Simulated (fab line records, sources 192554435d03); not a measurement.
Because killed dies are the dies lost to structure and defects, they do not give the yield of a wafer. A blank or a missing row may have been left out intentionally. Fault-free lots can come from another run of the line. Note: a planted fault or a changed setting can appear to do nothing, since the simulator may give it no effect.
fab line records	flow n5Finfet
record lots=24	wafers=72	lastDay=18
route steps=1938 shown BEOL_M2@901 BEOL_M3@945
lots that met no fault: from a run of the same line without faults
startH: start of the lot's first displayed wafer, in hours after the record's first day	waitH: hours since the lot's step before	" as in the row above	L1.1+2: a row that stands for several wafers	- no value, or no start was given	* or withheld: withheld	< > ~ a bound
route shown NAME@n: a module of which the file shows steps, and the number in the route of the first	usual: mean/standard deviation taken from wafers without a fault	same: alike in all rows	chamber/n: place in a boat	sites: readings site by site	_std_site: their standard deviation	_edge_site: outer sites' mean less inner sites'	radiusMm: how far each site lies from the wafer's centre	mask NAME#n: copy n	behind: the last tool/chamber to shape the wafer	hold: what put the lot on hold/how long, in hours/how the hold closed	device: whichever transistor did not switch (one of n, p or np)	end of line: the route-end tests of the same wafers	where a step has no rows: the recipe by itself	killed: at the first sort, the dies lost to defects and structure; wafer yield is something else	map: shows each die of a wafer: x if killed, . if not, _ if none is there
set.NAME: the setting that was run; set.NAME@STEP: the one run at that earlier step	model.NAME: the simulator's own value behind a step, which no gauge read
the route's steps for a sample of lots (tables are steps, rows are wafers)
services: from which hour (startH, from the record's first day; less than 0 if before it) a tool's chamber was out of use, for how many hours, and why
## steps
# step N5_BEOL_M2_ALD_84
# recipe material=TaN	targetThkA=*	tempC=275	aldPrecursorFamily=PDMAT	aldCoReactant=NH3	pressureTorr=3	carrierFlowSccm=1500	pulseTimeS=2	purgeTimeS=3	coReactantPurgeTimeS=2	coReactantPulseTimeS=3	aldCycles=30	precursorVesselTempC=75	precursorVesselPressureTorr=26.25	precursorVesselCarrierSccm=1000
# usual heaterPowerW=423/39	precursorVesselCarrierSccm=1000/3.3
# same coReactantPurgeTimeS=2
lot.wafer	tool	chamber	startH	waitH	heaterPowerW	precursorVesselCarrierSccm
L076.1	aldMetal-02	0	158.29	0.0	427	999
L076.3	"	2	"	"	441	1000
L076.6	"	1	"	"	387	1001
L075.2	aldMetal-04	2	164.45	0.0	491	996
L075.4	"	0	"	"	363	997
L075.6	"	0	"	"	357	993
L077.1	aldMetal-01	0	164.67	0.1	346	998
L077.3	"	1	"	"	427	991
L077.6	"	2	"	"	423	1001
L078.3	aldMetal-04	1	176.60	0.0	493	994
L078.4	"	2	"	"	492	1005
L078.5	"	2	"	"	488	1005
L079.3	aldMetal-02	2	181.24	0.1	453	993
L079.4	"	0	"	"	446	1000
L079.6	"	3	"	"	413	999
L074.1	aldMetal-02	2	181.44	0.1	446	997
L074.5	"	2	"	"	453	997
L074.6	"	3	"	"	399	998
L080.1	aldMetal-02	0	186.89	0.0	439	1001
L080.3	"	2	"	"	451	998
L080.6	"	3	"	"	413	998
L081.2	aldMetal-02	3	187.63	0.1	417	999
L081.3	"	1	"	"	394	1002
L081.5	"	3	"	"	398	1000
L082.1	aldMetal-02	0	192.92	0.0	438	1003
L082.2	"	2	"	"	446	1000
L082.4	"	3	"	"	411	1000
L083.1	aldMetal-01	0	193.17	0.0	353	1004
L083.2	"	2	"	"	426	999
L083.4	"	3	"	"	454	996
L084.1	aldMetal-02	2	198.36	0.0	431	1001
L084.2	"	1	"	"	393	1000
L084.6	"	0	"	"	446	999
L085.2	aldMetal-02	1	204.58	0.0	400	1000
L085.3	"	0	"	"	439	999
L085.6	"	1	"	"	398	998
L086.1	aldMetal-04	0	220.21	0.2	362	999
L086.3	"	3	"	"	354	997
L086.6	"	0	"	"	359	1000
L087.1	aldMetal-01	3	232.10	0.1	449	998
L087.3	"	0	"	"	353	998
L087.6	"	1	"	"	429	998
L088.2	aldMetal-02	1	236.18	0.3	396	998
L088.3	"	3	"	"	414	996
L088.5	"	3	"	"	405	1000
L090.1	aldMetal-01	3	241.23	0.0	458	1002
L090.4	"	0	"	"	347	1000
L090.5	"	3	"	"	451	1002
L089.2	aldMetal-04	1	241.79	0.1	499	1003
L089.3	"	2	"	"	478	998
L089.4	"	0	"	"	360	1000
L092.3	aldMetal-02	1	258.20	0.0	399	998
L092.4	"	3	"	"	407	1002
L092.6	"	0	"	"	439	996
L091.3	aldMetal-02	1	258.77	0.1	401	998
L091.5	"	2	"	"	448	996
L091.6	"	1	"	"	403	996
L093.1	aldMetal-04	0	271.67	0.0	358	1001
L093.2	"	3	"	"	355	1000
L093.4	"	1	"	"	487	1004
L094.1	aldMetal-02	2	277.77	0.0	442	1000
L094.2	"	3	"	"	410	1003
L094.5	"	1	"	"	397	989
L095.2	aldMetal-01	2	277.95	0.1	422	1001
L095.3	"	0	"	"	340	1002
L095.4	"	1	"	"	437	1005
L096.2	aldMetal-02	0	282.61	0.1	438	998
L096.3	"	3	"	"	401	1004
L096.4	"	1	"	"	395	1001
L097.2	aldMetal-02	0	286.09	0.1	440	1002
L097.4	"	2	"	"	432	1000
L097.5	"	0	"	"	438	998
# step N5_BEOL_M2_ANNEAL_80
# recipe tempC=400	timeS=240	ambient=vacuum
# usual heaterPowerW=790/61
lot.wafer	tool	chamber	startH	waitH	heaterPowerW
L076.1	pvdSputter-01	-	159.26	0.0	776
L076.3	"	-	"	"	860
L076.6	"	-	"	"	769
L075.2	pvdSputter-02	-	165.57	0.0	947
L075.4	"	-	"	"	903
L075.6	"	-	"	"	751
L077.1	pvdSputter-01	-	165.76	0.0	836
L077.3	"	-	"	"	801
L077.6	"	-	"	"	833
L078.3	pvdSputter-03	-	177.58	0.0	702
L078.4	"	-	"	"	790
L078.5	"	-	"	"	720
L079.3	pvdSputter-03	-	182.13	0.0	717
L079.4	"	-	"	"	716
L079.6	"	-	"	"	797
L074.1	pvdSputter-02	-	182.22	0.0	947
L074.5	"	-	"	"	736
L074.6	"	-	"	"	919
L080.1	pvdSputter-01	-	187.71	0.0	802
L080.3	"	-	"	"	803
L080.6	"	-	"	"	801
L081.2	pvdSputter-01	-	189.55	0.0	792
L081.3	"	-	"	"	779
L081.5	"	-	"	"	769
L082.1	pvdSputter-03	-	193.74	0.0	792
L082.2	"	-	"	"	706
L082.4	"	-	"	"	677
L083.1	pvdSputter-02	-	194.37	0.0	727
L083.2	"	-	"	"	739
L083.4	"	-	"	"	909
L084.1	pvdSputter-01	-	200.95	0.0	772
L084.2	"	-	"	"	854
L084.6	"	-	"	"	833
L085.2	pvdSputter-02	-	206.87	0.0	926
L085.3	"	-	"	"	751
L085.6	"	-	"	"	901
L086.1	pvdSputter-03	-	221.21	0.0	730
L086.3	"	-	"	"	805
L086.6	"	-	"	"	776
L087.1	pvdSputter-01	-	234.55	0.0	782
L087.3	"	-	"	"	798
L087.6	"	-	"	"	822
L088.2	pvdSputter-03	-	237.23	0.0	780
L088.3	"	-	"	"	697
L088.5	"	-	"	"	819
L090.1	pvdSputter-03	-	242.13	0.0	788
L090.4	"	-	"	"	699
L090.5	"	-	"	"	780
L089.2	pvdSputter-02	-	242.95	0.0	710
L089.3	"	-	"	"	896
L089.4	"	-	"	"	739
L092.3	pvdSputter-03	-	259.09	0.0	798
L092.4	"	-	"	"	736
L092.6	"	-	"	"	715
L091.3	pvdSputter-01	-	260.47	0.0	756
L091.5	"	-	"	"	801
L091.6	"	-	"	"	817
L093.1	pvdSputter-01	-	272.67	0.0	791
L093.2	"	-	"	"	775
L093.4	"	-	"	"	769
L094.1	pvdSputter-03	-	278.74	0.0	692
L094.2	"	-	"	"	715
L094.5	"	-	"	"	802
L095.2	pvdSputter-03	-	280.58	0.0	718
L095.3	"	-	"	"	814
L095.4	"	-	"	"	794
L096.2	pvdSputter-01	-	283.54	0.0	832
L096.3	"	-	"	"	798
L096.4	"	-	"	"	814
L097.2	pvdSputter-03	-	286.89	0.0	795
L097.4	"	-	"	"	730
L097.5	"	-	"	"	795
# step N5_BEOL_M2_SPUTTER_94
# recipe material=Cu	targetThkA=45	tempC=-20	chamberPressurePa=0.07	powerW=withheld	timeS=8.29
# usual chuckSensorTempC=-15.9/0.51	throttleValvePct=29.9/0.97
lot.wafer	tool	chamber	startH	waitH	chuckSensorTempC	throttleValvePct
L076.1	pvdSputter-01	-	160.65	0.1	-16.8	31.8
L076.3	"	-	"	"	-15.9	30.7
L076.6	"	-	"	"	-15.1	30.7
L075.2	pvdSputter-02	-	166.81	0.1	-15.8	29.2
L075.4	"	-	"	"	-15.8	28.0
L075.6	"	-	"	"	-15.4	29.2
L077.1	pvdSputter-01	-	167.00	0.1	-15.8	30.8
L077.3	"	-	"	"	-15.3	29.5
L077.6	"	-	"	"	-15.4	30.6
L078.3	pvdSputter-03	-	178.82	0.1	-16.3	30.1
L078.4	"	-	"	"	-16.4	29.8
L078.5	"	-	"	"	-15.6	30.2
L079.3	pvdSputter-03	-	183.37	0.1	-15.5	30.2
L079.4	"	-	"	"	-16.5	30.3
L079.6	"	-	"	"	-16.3	29.8
L074.1	pvdSputter-02	-	183.46	0.1	-15.8	28.6
L074.5	"	-	"	"	-15.3	29.1
L074.6	"	-	"	"	-15.6	28.4
L080.1	pvdSputter-01	-	188.95	0.1	-15.4	29.1
L080.3	"	-	"	"	-16.7	31.6
L080.6	"	-	"	"	-15.2	29.5
L081.2	pvdSputter-01	-	190.79	0.1	-15.6	29.2
L081.3	"	-	"	"	-16.6	31.8
L081.5	"	-	"	"	-15.2	30.8
L082.1	pvdSputter-03	-	194.98	0.1	-15.9	29.2
L082.2	"	-	"	"	-15.6	30.5
L082.4	"	-	"	"	-16.4	30.5
L083.1	pvdSputter-02	-	195.61	0.1	-15.3	29.0
L083.2	"	-	"	"	-15.3	29.8
L083.4	"	-	"	"	-15.8	28.0
L084.1	pvdSputter-01	-	202.19	0.1	-15.2	30.9
L084.2	"	-	"	"	-15.8	30.9
L084.6	"	-	"	"	-15.6	30.8
L085.2	pvdSputter-02	-	208.11	0.1	-15.8	28.0
L085.3	"	-	"	"	-15.4	29.3
L085.6	"	-	"	"	-15.6	28.0
L086.1	pvdSputter-03	-	222.45	0.1	-15.5	30.3
L086.3	"	-	"	"	-16.3	29.6
L086.6	"	-	"	"	-16.6	29.7
L088.2	pvdSputter-03	-	238.47	0.1	-16.5	29.8
L088.3	"	-	"	"	-16.6	30.0
L088.5	"	-	"	"	-15.9	28.8
L090.1	pvdSputter-03	-	243.37	0.1	-16.5	29.6
L090.4	"	-	"	"	-16.6	30.2
L090.5	"	-	"	"	-16.4	29.8
L089.2	pvdSputter-02	-	244.19	0.1	-15.3	29.1
L089.3	"	-	"	"	-15.8	28.0
L089.4	"	-	"	"	-15.5	29.8
L087.1	pvdSputter-01	-	259.19	23.5	-16.8	31.9
L087.3	"	-	"	"	-15.8	30.8
L087.6	"	-	"	"	-16.9	31.6
L092.3	pvdSputter-03	-	260.33	0.1	-16.0	28.9
L092.4	"	-	"	"	-15.4	30.4
L092.6	"	-	"	"	-15.5	30.7
L091.3	pvdSputter-01	-	261.71	0.1	-15.1	31.0
L091.5	"	-	"	"	-15.6	29.4
L091.6	"	-	"	"	-16.9	31.9
L093.1	pvdSputter-01	-	273.91	0.1	-15.3	29.2
L093.2	"	-	"	"	-16.8	31.7
L093.4	"	-	"	"	-15.0	30.6
L094.1	pvdSputter-03	-	279.98	0.1	-16.5	30.4
L094.2	"	-	"	"	-15.3	30.1
L094.5	"	-	"	"	-16.3	29.8
L095.2	pvdSputter-03	-	281.82	0.1	-15.4	30.3
L095.3	"	-	"	"	-15.9	28.9
L095.4	"	-	"	"	-16.5	29.6
L096.2	pvdSputter-01	-	284.78	0.1	-15.6	30.6
L096.3	"	-	"	"	-15.4	31.0
L096.4	"	-	"	"	-15.4	29.4
L097.2	pvdSputter-03	-	288.13	0.1	-16.3	29.8
L097.4	"	-	"	"	-15.4	30.3
L097.5	"	-	"	"	-16.5	29.8
# step N5_BEOL_M3_OVL_MEAS_12
# recipe pointsPerWafer=522
# usual M3_OVL=-0.6/0.7
lot.wafer	tool	chamber	startH	waitH	M3_OVL[nm]
L076.1	overlay-01	0	163.33	0.0	-0.6
L076.3	"	0	"	"	-0.6
L076.6	"	0	"	"	-0.1
L075.2	overlay-01	0	168.77	0.0	-1.5
L075.4	"	0	"	"	-1.5
L075.6	"	0	"	"	-1.8
L077.1	overlay-02	0	169.53	0.0	-0.9
L077.3	"	0	"	"	-0.9
L077.6	"	0	"	"	-0.4
L078.3	overlay-01	0	181.20	0.0	-0.3
L078.4	"	0	"	"	0.0
L078.5	"	0	"	"	-0.7
L079.3	overlay-02	0	186.79	0.0	-1.3
L079.4	"	0	"	"	-1.4
L079.6	"	0	"	"	-1.1
L074.1	overlay-01	0	186.82	0.0	-0.7
L074.5	"	0	"	"	0.0
L074.6	"	0	"	"	-0.5
L080.1	overlay-01	0	190.99	0.0	-0.3
L080.3	"	0	"	"	-0.9
L080.6	"	0	"	"	-0.7
L081.2	overlay-02	0	193.23	0.0	-0.1
L081.3	"	0	"	"	-0.4
L081.5	"	0	"	"	0.2
L082.1	overlay-02	0	197.70	0.0	-1.7
L082.2	"	0	"	"	-0.5
L082.4	"	0	"	"	-1.5
L083.1	overlay-01	0	197.88	0.0	-1.0
L083.2	"	0	"	"	-0.5
L083.4	"	0	"	"	0.2
L084.1	overlay-01	0	207.38	0.0	0.0
L084.2	"	0	"	"	0.4
L084.6	"	0	"	"	-0.1
L085.2	overlay-01	0	211.40	0.0	-0.5
L085.3	"	0	"	"	-1.7
L085.6	"	0	"	"	-2.0
L086.1	overlay-01	0	224.76	0.0	-0.6
L086.3	"	0	"	"	-0.4
L086.6	"	0	"	"	-0.4
L088.2	overlay-02	0	242.42	0.0	1.0
L088.3	"	0	"	"	0.4
L088.5	"	0	"	"	0.6
L090.1	overlay-01	0	245.55	0.0	-0.4
L090.4	"	0	"	"	-0.5
L090.5	"	0	"	"	0.3
L089.2	overlay-02	0	246.77	0.0	-0.8
L089.3	"	0	"	"	0.1
L089.4	"	0	"	"	-0.3
L087.1	overlay-01	0	261.67	0.0	-0.7
L087.3	"	0	"	"	-1.1
L087.6	"	0	"	"	-1.1
L092.3	overlay-02	0	263.16	0.0	-1.5
L092.4	"	0	"	"	-1.0
L092.6	"	0	"	"	-1.1
L091.3	overlay-01	0	264.03	0.0	-1.5
L091.5	"	0	"	"	-0.6
L091.6	"	0	"	"	-0.6
L093.1	overlay-01	0	277.11	0.0	0.0
L093.2	"	0	"	"	-0.6
L093.4	"	0	"	"	-0.6
L094.1	overlay-01	0	282.37	0.0	-1.3
L094.2	"	0	"	"	-1.4
L094.5	"	0	"	"	-1.8
L095.2	overlay-02	0	285.68	0.0	-0.3
L095.3	"	0	"	"	-1.1
L095.4	"	0	"	"	-1.2
L096.2	overlay-02	0	286.84	0.0	-1.2
L096.3	"	0	"	"	-1.2
L096.4	"	0	"	"	-1.8
L097.2	overlay-02	0	290.51	0.0	-0.1
L097.4	"	0	"	"	0.7
L097.5	"	0	"	"	0.2
# step N5_BEOL_M3_INSPECT_30
# recipe mode=adi	inspectInstrument=brightfield
# usual rawDefectCount=400/84
lot.wafer	tool	chamber	startH	waitH	rawDefectCount
L076.1	defectInspect-02	-	164.26	0.1	485
L076.3	"	-	"	"	380
L076.6	"	-	"	"	285
L075.2	defectInspect-01	-	169.81	0.0	380
L075.4	"	-	"	"	392
L075.6	"	-	"	"	435
L077.1	defectInspect-02	-	170.59	0.1	331
L077.3	"	-	"	"	542
L077.6	"	-	"	"	553
L078.3	defectInspect-02	-	182.24	0.0	341
L078.4	"	-	"	"	494
L078.5	"	-	"	"	357
L074.1	defectInspect-01	-	187.75	0.1	404
L074.5	"	-	"	"	451
L074.6	"	-	"	"	362
L079.3	defectInspect-01	-	187.86	0.0	341
L079.4	"	-	"	"	404
L079.6	"	-	"	"	285
L080.1	defectInspect-01	-	192.00	0.1	380
L080.3	"	-	"	"	368
L080.6	"	-	"	"	536
L081.2	defectInspect-01	-	194.28	0.0	447
L081.3	"	-	"	"	390
L081.5	"	-	"	"	440
L082.1	defectInspect-01	-	198.89	0.1	311
L082.2	"	-	"	"	366
L082.4	"	-	"	"	324
L083.1	defectInspect-01	-	199.08	0.1	301
L083.2	"	-	"	"	304
L083.4	"	-	"	"	326
L084.1	defectInspect-01	-	208.41	0.1	360
L084.2	"	-	"	"	531
L084.6	"	-	"	"	469
L085.2	defectInspect-01	-	212.33	0.0	348
L085.3	"	-	"	"	357
L085.6	"	-	"	"	368
L086.1	defectInspect-01	-	225.79	0.1	390
L086.3	"	-	"	"	342
L086.6	"	-	"	"	372
L088.2	defectInspect-01	-	243.49	0.0	357
L088.3	"	-	"	"	442
L088.5	"	-	"	"	390
L090.1	defectInspect-01	-	246.57	0.1	596
L090.4	"	-	"	"	476
L090.5	"	-	"	"	418
L089.2	defectInspect-01	-	247.70	0.0	341
L089.3	"	-	"	"	399
L089.4	"	-	"	"	305
L087.1	defectInspect-02	-	263.04	0.1	305
L087.3	"	-	"	"	528
L087.6	"	-	"	"	429
L092.3	defectInspect-01	-	265.11	0.0	497
L092.4	"	-	"	"	341
L092.6	"	-	"	"	494
L091.3	defectInspect-01	-	265.64	0.0	385
L091.5	"	-	"	"	388
L091.6	"	-	"	"	467
L093.1	defectInspect-01	-	278.18	0.1	345
L093.2	"	-	"	"	371
L093.4	"	-	"	"	293
L094.1	defectInspect-01	-	283.55	0.1	423
L094.2	"	-	"	"	315
L094.5	"	-	"	"	343
L095.2	defectInspect-01	-	286.60	0.0	257
L095.3	"	-	"	"	343
L095.4	"	-	"	"	372
L096.2	defectInspect-02	-	287.77	0.0	532
L096.3	"	-	"	"	460
L096.4	"	-	"	"	399
L097.2	defectInspect-02	-	291.57	0.0	275
L097.4	"	-	"	"	512
L097.5	"	-	"	"	415
# step N5_BEOL_M3_STRIP_97
# recipe chemistry=N2/H2	timeS=10	powerW=450	tempC=40	pressureMtorr=20	rfFrequencyHz=6e+07	biasPowerW=7	n2FlowSccm=200	h2FlowSccm=200
# usual chamberPressureMTorr=19.998/0.016	drypumpMotorCurrentA=5.8/0.36	oesProductAu=0.82/0.099	rfVppV=59.2/0.94	showerheadPlenumPTorr=2.57/0.089	throttleValvePct=23.8/0.32
lot.wafer	tool	chamber	startH	waitH	chamberPressureMTorr	drypumpMotorCurrentA	oesProductAu	rfHoursCounterH	rfVppV	showerheadPlenumPTorr	throttleValvePct
L076.1	rieDiel-02	3	-	-	19.968	6.0	0.91	33	59.3	2.60	23.5
L076.3	"	1	"	"	19.981	5.9	0.76	147	59.9	2.54	24.2
L076.6	"	3	"	"	20.007	5.9	0.91	-	57.5	2.60	23.6
L077.1	rieDiel-02	2	-	-	20.002	5.2	0.93	22	59.7	2.60	23.7
L077.3	"	3	"	"	20.005	5.9	0.90	34	58.7	2.60	23.5
L077.6	"	2	"	"	19.992	5.2	0.93	-	59.9	2.60	23.7
L075.2	rieDiel-06	3	-	-	19.990	5.9	0.86	66	58.1	2.47	24.3
L075.4	"	1	"	"	20.026	5.9	0.68	248	58.6	2.38	23.9
L075.6	"	3	"	"	20.018	5.9	0.85	-	57.2	2.47	24.3
L078.3	rieDiel-06	0	-	-	19.972	5.9	0.91	29	59.5	2.59	23.1
L078.4	"	0	"	"	20.009	5.9	0.90	-	58.5	2.59	23.1
L078.5	"	3	"	"	19.993	5.8	0.84	-	60.5	2.47	24.3
L074.1	rieDiel-04	3	-	-	19.983	5.4	0.83	64	60.5	2.59	23.7
L074.5	"	0	"	"	19.994	6.4	0.67	-	59.5	2.40	24.1
L074.6	"	1	"	"	20.016	5.8	0.66	-	58.5	2.51	24.0
L079.3	rieDiel-02	0	-	-	20.002	6.5	0.70	228	58.5	2.39	23.8
L079.4	"	1	"	"	20.015	5.9	0.74	151	60.0	2.54	24.2
L079.6	"	1	"	"	20.005	5.9	0.74	-	60.3	2.54	24.2
L080.1	rieDiel-04	1	-	-	20.009	5.8	0.66	250	58.4	2.51	24.1
L080.3	"	3	"	"	19.984	5.4	0.83	67	59.2	2.59	23.7
L080.6	"	1	"	"	20.008	5.8	0.66	-	58.6	2.51	24.0
L081.2	rieDiel-04	0	-	-	20.008	6.3	0.67	264	59.0	2.39	24.1
L081.3	"	1	"	"	19.992	5.8	0.66	252	58.4	2.51	24.1
L081.5	"	0	"	"	19.974	6.3	0.68	-	58.9	2.39	24.1
L082.1	rieDiel-06	2	-	-	19.998	6.0	0.75	142	60.2	2.65	23.4
L082.2	"	0	"	"	20.003	5.8	0.89	37	60.5	2.58	23.1
L082.4	"	1	"	"	19.994	5.9	1.01	1	59.7	2.70	23.6
L084.1	rieDiel-04	0	-	-	20.000	6.3	0.67	267	59.4	2.39	24.1
L084.2	"	1	"	"	20.020	5.8	0.66	255	58.3	2.51	24.1
L084.6	"	3	"	"	20.010	5.4	0.83	-	60.3	2.58	23.7
L083.1	rieDiel-06	3	-	-	19.995	5.9	0.83	79	58.6	2.47	24.4
L083.2	"	0	"	"	19.994	5.9	0.89	40	58.5	2.58	23.1
L083.4	"	2	"	"	20.017	5.9	0.75	144	59.5	2.65	23.5
L085.2	rieDiel-06	0	-	-	19.991	5.9	0.87	40	58.4	2.58	23.1
L085.3	"	3	"	"	19.998	5.9	0.82	80	57.4	2.47	24.4
L085.6	"	0	"	"	19.986	5.9	0.88	-	59.7	2.58	23.1
L086.1	rieDiel-06	2	-	-	19.999	5.9	0.74	149	60.3	2.65	23.4
L086.3	"	0	"	"	19.988	5.8	0.87	44	60.0	2.58	23.1
L086.6	"	1	"	"	20.010	6.0	0.96	-	59.1	2.70	23.6
L088.2	rieDiel-02	0	-	-	19.990	6.5	0.68	246	59.5	2.38	23.8
L088.3	"	1	"	"	19.988	5.9	0.72	171	60.1	2.53	24.2
L088.5	"	3	"	"	19.995	5.9	0.86	-	58.9	2.58	23.6
L090.1	rieDiel-02	1	-	-	20.008	5.9	0.74	172	59.1	2.53	24.2
L090.4	"	0	"	"	20.006	6.6	0.69	248	58.9	2.38	23.9
L090.5	"	0	"	"	19.981	6.5	0.69	-	58.8	2.38	23.8
L089.2	rieDiel-04	3	-	-	19.970	5.4	0.81	88	60.5	2.58	23.7
L089.3	"	0	"	"	20.000	6.4	0.99	3	59.8	2.72	23.7
L089.4	"	2	"	"	19.993	5.4	0.76	-	59.8	2.66	23.7
L087.1	rieDiel-06	1	-	-	19.988	5.9	0.94	18	60.2	2.69	23.6
L087.3	"	0	"	"	19.990	5.9	0.85	56	59.6	2.58	23.1
L087.6	"	2	"	"	20.000	5.9	0.73	-	59.7	2.64	23.5
L091.3	rieDiel-02	1	-	-	20.022	5.9	0.72	175	59.3	2.53	24.2
L091.5	"	1	"	"	19.988	5.9	0.72	-	59.9	2.53	24.2
L091.6	"	2	"	"	19.998	5.3	0.86	-	58.9	2.58	23.8
L092.3	rieDiel-04	2	-	-	20.025	5.4	0.75	143	59.1	2.66	23.7
L092.4	"	0	"	"	20.002	6.3	0.97	-	60.0	2.72	23.7
L092.6	"	3	"	"	19.954	5.5	0.81	-	58.3	2.58	23.7
L093.1	rieDiel-02	0	-	-	19.982	6.5	1.00	1	60.5	2.70	23.5
L093.2	"	3	"	"	20.008	5.9	0.85	70	60.0	2.58	23.6
L093.4	"	1	"	"	19.996	5.9	0.71	181	60.3	2.52	24.2
L094.1	rieDiel-02	1	-	-	20.014	5.9	0.73	185	57.9	2.52	24.2
L094.2	"	0	"	"	20.035	6.5	0.99	6	59.7	2.70	23.6
L094.5	"	1	"	"	19.976	5.9	0.71	-	59.7	2.52	24.2
L095.2	rieDiel-02	0	-	-	19.993	6.5	0.98	7	58.4	2.70	23.6
L095.3	"	3	"	"	20.020	5.9	0.83	76	60.5	2.58	23.6
L095.4	"	2	"	"	20.017	5.3	0.85	63	59.5	2.58	23.8
L096.2	rieDiel-02	1	-	-	20.007	5.9	0.72	188	59.8	2.52	24.2
L096.3	"	3	"	"	19.948	5.9	0.84	77	58.7	2.58	23.6
L096.4	"	2	"	"	20.002	5.3	0.86	65	58.3	2.58	23.8
L097.2	rieDiel-04	2	-	-	20.001	5.3	0.75	152	58.7	2.66	23.7
L097.4	"	0	"	"	20.000	6.3	0.94	15	60.4	2.71	23.8
L097.5	"	0	"	"	19.998	6.3	0.94	-	59.1	2.71	23.8
## services
tool	chamber	startH	hours	kind
pvdSputter-02	-	134.88	1.1	repair
rieDiel-02	2	161.44	8.3	repair
rieDiel-06	1	180.43	-	clean
rieDiel-06	1	180.43	-	consumableReplace:focusRing
rieDiel-06	1	180.43	-	consumableReplace:showerhead
rieDiel-02	1	183.49	5.8	repair
aldMetal-02	-	189.77	3.0	repair
aldMetal-01	-	197.87	2.8	pm
rieDiel-02	-	199.34	2.8	pm
aldMetal-02	3	221.47	8.5	repair
aldMetal-04	-	227.14	14.6	pm
rieDiel-04	0	228.92	-	clean
rieDiel-04	0	228.92	-	consumableReplace:focusRing
rieDiel-04	0	228.92	-	consumableReplace:showerhead
rieDiel-04	0	228.92	27.6	scheduledDown
rieDiel-06	1	256.96	4.2	repair
rieDiel-02	0	265.89	-	clean
rieDiel-02	0	265.89	-	consumableReplace:focusRing
rieDiel-02	0	265.89	-	consumableReplace:showerhead
rieDiel-02	0	265.89	15.8	scheduledDown
rieDiel-02	0	265.89	15.8	ventCycle
aldMetal-04	-	288.36	2.1	repair
aldMetal-01	-	292.02	8.7	pm
rieDiel-06	-	301.29	2.1	repair
## key
fault none
